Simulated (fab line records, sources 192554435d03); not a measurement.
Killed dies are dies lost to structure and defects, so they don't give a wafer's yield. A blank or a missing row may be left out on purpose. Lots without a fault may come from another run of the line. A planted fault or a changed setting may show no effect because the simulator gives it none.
fab line records | flow n5_finfet | part 2 of 2: steps 20 to 24 of 24
record lots=5 wafers=15 last_day=19
route steps=1938 shown GATE_CUT@477
lots that met no fault: from a run of the same line without faults
start_h: hours from the record's first day to the start of the lot's first wafer shown | wait_h: hours since the lot's step before | " the same as in the row above | L1.1+2: a row that stands for several wafers | - no value, or no start given | * or withheld: withheld | < > ~ a bound
route shown NAME@n: a module of which the file shows steps, and the number in the route of the first | usual: mean/standard deviation of fault-free wafers | same: alike in all rows | chamber/n: place in a boat | sites: the reading at each site | _std_site: their standard deviation | _edge_site: outer sites' mean less inner sites' | radius_mm: how far each site lies from the wafer's centre | mask NAME#n: copy n | behind: the tool/chamber that last shaped the wafer | hold: why the lot was held/for how many hours/how that ended | device: the transistor (n, p or np) that didn't switch | end of line: the same wafers' tests at the end of the route | a step without rows: its recipe alone | killed: dies lost to structure and defects at the first sort, not the wafer's yield | map: a wafer's dies, x killed, . not, _ none there
set.NAME: the setting as run; set.NAME@STEP: as run at that earlier step | model.NAME: the simulator's own value behind a step, which no gauge read
lots at some steps of the route; a table a step, a row a wafer
services: from which hour (start_h, from the record's first day; less than 0 if before it) a tool's chamber was out of use, for how many hours, and why
## steps
# step N5_GATE_CUT_HM_OPEN_40
# recipe chemistry=C4F6/O2 target=SiO2 mask_material=SiARC target_depth_a=1390 time_s=85.1 ion_energy_ev=250 pressure_mtorr=30 source_w=345 bias_w=185 Ar_flow_sccm=300 C4F6_flow_sccm=10 O2_flow_sccm=10 ends=cleared
# usual drypump_motor_current_A=5.8/0.49 etch_rf_on_time_s=93.8/2.1 oes_product_au=0.73/0.083 rf_vpp_V=659/10 showerhead_plenum_p_Torr=2.86/0.075 throttle_valve_pct=20.8/0.32
# columns lot.wafer tool chamber start_h wait_h drypump_motor_current_A etch_rf_on_time_s oes_product_au rf_hours_counter_h rf_vpp_V showerhead_plenum_p_Torr throttle_valve_pct
L077.2 rie_diel-02 1 102.68 0.0 5.2 96.0 0.64 191 646 2.75 21.4
L077.3 " 0 " " 5.6 94.0 0.61 250 653 2.81 21.1
L077.4 " 3 " " 6.2 96.6 0.64 194 674 2.74 21.1
L079.1 rie_diel-03 0 115.27 0.0 4.9 93.4 0.73 116 665 2.87 20.6
L079.2 " 1 " " 6.0 95.7 0.67 151 652 2.95 21.3
L079.5 " 0 " " 4.9 95.8 0.72 - 664 2.87 20.6
L080.1 rie_diel-01 1 119.37 0.0 5.8 90.1 0.86 12 650 3.01 20.3
L080.2 " 3 " " 5.4 89.9 0.63 236 681 2.82 20.9
L080.6 " 3 " " 5.4 91.3 0.64 - 681 2.82 20.9
L083.1 rie_diel-03 0 135.90 0.0 4.9 93.4 0.72 122 664 2.87 20.7
L083.2 " 3 " " 6.6 87.6 0.88 5 656 2.93 20.7
L083.4 " 1 " " 6.0 96.8 0.67 158 652 2.95 21.3
L097.4 rie_diel-03 3 235.23 0.0 6.6 92.1 0.79 39 654 2.91 20.8
L097.5 " 3 " " 6.6 90.3 0.79 - 653 2.91 20.8
L097.6 " 0 " " 4.9 95.4 0.69 - 663 2.85 20.7
# step N5_GATE_CUT_STRIP_41
# recipe chemistry=CF4 resist=SiARC power_w=300 bias_power_w=75 pressure_mtorr=50 cf4_flow_sccm=150 rf_frequency_hz=6e+07
# usual drypump_motor_current_A=5.8/0.49 oes_product_au=0.187/0.02 rf_vpp_V=271.4/1.4 showerhead_plenum_p_Torr=1.80/0.056 throttle_valve_pct=13.47/0.29
# columns lot.wafer tool chamber start_h wait_h drypump_motor_current_A oes_product_au rf_hours_counter_h rf_vpp_V showerhead_plenum_p_Torr throttle_valve_pct
L077.2 rie_diel-02 1 102.75 0.0 5.2 0.168 191 270.5 1.71 13.84
L077.3 " 0 " " 5.6 0.158 250 270.0 1.75 13.75
L077.4 " 3 " " 6.2 0.167 194 270.7 1.71 13.67
L079.1 rie_diel-03 0 115.33 0.0 4.9 0.190 116 271.5 1.81 13.30
L079.2 " 1 " " 6.0 0.172 151 272.2 1.87 14.01
L079.5 " 0 " " 4.9 0.186 - 273.3 1.81 13.29
L080.1 rie_diel-01 1 119.43 0.0 5.8 0.222 12 273.9 1.91 13.00
L080.2 " 3 " " 5.3 0.159 236 271.1 1.78 13.68
L080.6 " 3 " " 5.3 0.162 - 269.8 1.78 13.68
L083.1 rie_diel-03 0 135.96 0.0 4.9 0.184 122 270.8 1.80 13.29
L083.2 " 3 " " 6.6 0.219 5 272.4 1.83 13.14
L083.4 " 1 " " 6.0 0.166 158 271.9 1.87 13.99
L097.4 rie_diel-03 3 235.30 0.0 6.7 0.200 39 271.3 1.82 13.23
L097.5 " 3 " " 6.7 0.198 - 271.6 1.82 13.24
L097.6 " 0 " " 4.9 0.180 - 271.0 1.79 13.37
# step N5_GATE_CUT_STRIP_42
# recipe chemistry=O2 power_w=400 temp_c=40 pressure_mtorr=30 rf_frequency_hz=6e+07 bias_power_w=0 overash_fraction=0.3 o2_flow_sccm=225
# usual drypump_motor_current_A=5.8/0.49 oes_product_au=0.81/0.091 rf_vpp_V=3.6/0.43 showerhead_plenum_p_Torr=2.10/0.066 temp_c=40.01/0.12 throttle_valve_pct=16.55/0.27
# columns lot.wafer tool chamber start_h wait_h drypump_motor_current_A oes_product_au rf_hours_counter_h rf_vpp_V showerhead_plenum_p_Torr temp_c throttle_valve_pct
L077.2 rie_diel-02 1 102.77 0.0 5.2 0.73 191 3.4 1.99 40.05 16.94
L077.3 " 0 " " 5.6 0.68 250 3.1 2.05 40.19 16.82
L077.4 " 3 " " 6.2 0.70 194 3.5 2.00 40.30 16.76
L079.1 rie_diel-03 0 115.35 0.0 4.9 0.80 116 3.7 2.11 39.80 16.37
L079.2 " 1 " " 6.1 0.75 151 3.9 2.17 39.94 17.00
L079.5 " 0 " " 4.9 0.81 - 3.4 2.11 40.02 16.37
L080.1 rie_diel-01 1 119.45 0.0 5.8 0.95 12 3.7 2.24 39.79 16.12
L080.2 " 3 " " 5.4 0.69 236 3.5 2.08 40.07 16.74
L080.6 " 3 " " 5.4 0.69 - 3.8 2.08 39.94 16.76
L083.1 rie_diel-03 0 135.98 0.0 4.9 0.80 122 3.4 2.11 40.00 16.37
L083.2 " 3 " " 6.6 0.97 5 3.6 2.14 39.98 16.33
L083.4 " 1 " " 6.1 0.74 158 3.7 2.17 39.80 17.02
L097.4 rie_diel-03 3 235.32 0.0 6.6 0.87 39 3.1 2.13 40.23 16.39
L097.5 " 3 " " 6.6 0.88 - 3.9 2.13 40.13 16.40
L097.6 " 0 " " 4.9 0.77 - 4.0 2.10 40.17 16.44
# step N5_GATE_CUT_ETCH_19
# recipe chemistry=CH3F/O2 target=SiNx mask_material=SiO2 target_depth_a=537 time_s=76.7 pressure_mtorr=30 source_w=395 bias_w=73 Ar_flow_sccm=150 CH3F_flow_sccm=30 O2_flow_sccm=20 ion_energy_ev=120 ends=cleared
# usual drypump_motor_current_A=5.8/0.49 etch_rf_on_time_s=76.7/1.3 oes_product_au=0.69/0.078 rf_vpp_V=295/4.6 showerhead_plenum_p_Torr=2.01/0.056 throttle_valve_pct=16.2/0.31
# columns lot.wafer tool chamber start_h wait_h drypump_motor_current_A etch_rf_on_time_s oes_product_au rf_hours_counter_h rf_vpp_V showerhead_plenum_p_Torr throttle_valve_pct
L077.2 rie_diel-02 1 102.81 0.0 5.2 77.3 0.62 191 290 1.93 16.8
L077.3 " 0 " " 5.6 78.3 0.58 250 291 1.97 16.5
L077.4 " 3 " " 6.2 78.0 0.59 194 303 1.92 16.5
L079.1 rie_diel-03 0 115.39 0.0 4.9 77.3 0.68 116 298 2.02 16.1
L079.2 " 1 " " 6.1 77.5 0.63 151 291 2.08 16.7
L079.5 " 0 " " 4.9 77.0 0.68 - 296 2.02 16.1
L080.1 rie_diel-01 1 119.49 0.0 5.7 74.6 0.81 12 290 2.12 15.7
L080.2 " 3 " " 5.4 75.1 0.59 236 305 1.98 16.4
L080.6 " 3 " " 5.3 75.0 0.59 - 305 1.98 16.4
L083.1 rie_diel-03 0 136.02 0.0 4.9 76.5 0.68 122 298 2.02 16.1
L083.2 " 3 " " 6.6 73.7 0.83 5 293 2.06 16.1
L083.4 " 1 " " 6.0 78.1 0.62 158 293 2.07 16.7
L097.4 rie_diel-03 3 235.36 0.0 6.6 75.0 0.75 39 293 2.05 16.1
L097.5 " 3 " " 6.7 75.1 0.75 - 294 2.05 16.1
L097.6 " 0 " " 4.9 77.1 0.65 - 297 2.00 16.1
# step N5_GATE_CUT_CUT_ETCH_53
# recipe chemistry=SF6/Cl2 target=W mask_material=SiO2 target_depth_a=792 pressure_mtorr=8 icp_w=900 bias_w=80 SF6_flow_sccm=40 Cl2_flow_sccm=60 ends=cleared
# usual drypump_motor_current_A=5.4/0.36 etch_rf_on_time_s=26.3/0.5 oes_product_au=0.70/0.091 throttle_valve_pct=29.1/0.34
# columns lot.wafer tool chamber start_h wait_h drypump_motor_current_A etch_rf_on_time_s oes_product_au rf_hours_counter_h throttle_valve_pct
L077.2 rie_metal-01 0 102.91 0.1 5.1 26.7 0.76 24 29.0
L077.3 " 1 " " 6.0 26.3 0.64 - 29.5
L077.4 " 0 " " 5.1 26.3 0.76 - 29.0
L079.1 rie_metal-02 0 115.50 0.1 5.2 25.9 0.86 3 28.5
L079.2 " 1 " " 5.1 26.1 0.58 111 29.3
L079.5 " 0 " " 5.2 25.8 0.87 - 28.5
L080.1 rie_metal-01 0 119.61 0.1 5.1 26.5 0.74 26 29.0
L080.2 " 1 " " 6.0 25.9 0.63 80 29.5
L080.6 " 1 " " 6.0 25.9 0.64 - 29.5
L083.1 rie_metal-01 1 136.13 0.1 5.9 25.9 0.64 82 29.6
L083.2 " 0 " " 5.1 26.9 0.74 28 29.0
L083.4 " 0 " " 5.2 26.9 0.74 - 29.0
L097.4 rie_metal-03 0 235.49 0.1 5.1 27.1 0.62 - 28.8
L097.5 " 1 " " 5.7 26.4 0.74 - 29.2
L097.6 " 0 " " 5.1 27.1 0.62 - 28.8
## services
# columns tool chamber start_h hours kind
rie_metal-03 0 81.65 3.5 repair
euv_scanner-02 - 92.81 1.0 pm
euv_scanner-01 - 99.77 0.8 repair
rie_diel-03 3 108.72 - clean
rie_diel-03 3 108.72 - consumable_replace:focus_ring
euv_scanner-01 - 115.48 1.0 pm
euv_scanner-01 - 123.16 1.0 repair
pecvd-03 0 125.38 3.8 repair
rie_metal-02 - 125.79 14.6 pm
euv_scanner-02 - 133.35 4.1 repair
euv_scanner-02 - 148.96 1.0 pm
pecvd-03 - 168.63 2.8 repair
rie_diel-03 2 170.50 10.6 repair
euv_scanner-01 - 171.63 1.0 pm
euv_scanner-01 - 179.16 4.6 pm
rie_diel-02 - 186.52 0.8 repair
euv_scanner-01 - 186.58 5.8 pm
euv_scanner-02 - 205.11 1.0 pm
euv_scanner-02 - 206.23 4.6 pm
euv_scanner-02 - 215.37 5.8 pm
rie_diel-01 3 216.72 5.4 repair
pecvd-03 2 222.84 7.1 repair
rie_diel-02 - 226.79 14.6 pm
euv_scanner-01 - 227.78 1.0 pm
